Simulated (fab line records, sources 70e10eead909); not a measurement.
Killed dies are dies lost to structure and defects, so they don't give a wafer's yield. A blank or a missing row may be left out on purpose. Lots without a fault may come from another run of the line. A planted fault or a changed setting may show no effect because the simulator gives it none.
Chamber matching | flow nand_harc | NHARC_A_ZERO_WELL_DESCUM_12 on rie_diel-02: 4 sister chambers
The step chemistry O2, time 3 s. 6 wafers are shown with their chamber, then 8 later ones without.

WAFERS WITH THEIR CHAMBER
wafer  | chamber | drypump_motor_current_A (A) | oes_product_au (a.u.)
L079.5 | 1       | 5.5                         | 1.008
L083.5 | 0       | 6.0                         | 1.015
L087.4 | 2       | 5.9                         | 1.003
L087.5 | 2       | 5.8                         | 1.002
L087.6 | 3       | 5.5                         | 0.990
L092.2 | 3       | 5.5                         | 0.999

WAFERS WITHOUT THEIR CHAMBER
wafer  | drypump_motor_current_A (A) | oes_product_au (a.u.)
L092.5 | 5.8                         | 0.993
L092.6 | 5.5                         | 0.998
L094.1 | 6.0                         | 0.998
L094.5 | 5.5                         | 0.987
L094.6 | 5.8                         | 0.998
L097.3 | 6.0                         | 1.005
L097.4 | 5.5                         | 1.003
L097.6 | 5.5                         | 0.982

WHICH CHAMBER EACH WENT THROUGH
wafer  | from the rows above     | in truth
L092.5 | 2                       | 2
L092.6 | can't be placed: 3 or 1 | 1
L094.1 | can't be placed: 2 or 0 | 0
L094.5 | 3                       | 3
L094.6 | 2                       | 2
L097.3 | can't be placed: 0 or 2 | 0
L097.4 | can't be placed: 1 or 3 | 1
L097.6 | 3                       | 3
Placed correctly: 4 of 8. Can't be placed from these rows: 4 (the true chamber is among the candidates in 4). Placed wrongly: 0.
How it was worked out, from the rows above alone: a wafer's distance from a chamber is the root of the sum, over the readings, of the square of ((its reading less the chamber's mean) divided by the reading's scatter). The wafer belongs to the nearest chamber; if the next one is less than 2 further off, it can't be placed. A chamber's mean is the mean of its shown wafers. The scatter: the root of (the sum of the squares of (reading less its chamber's mean) over the shown wafers, divided by (wafers less chambers)).
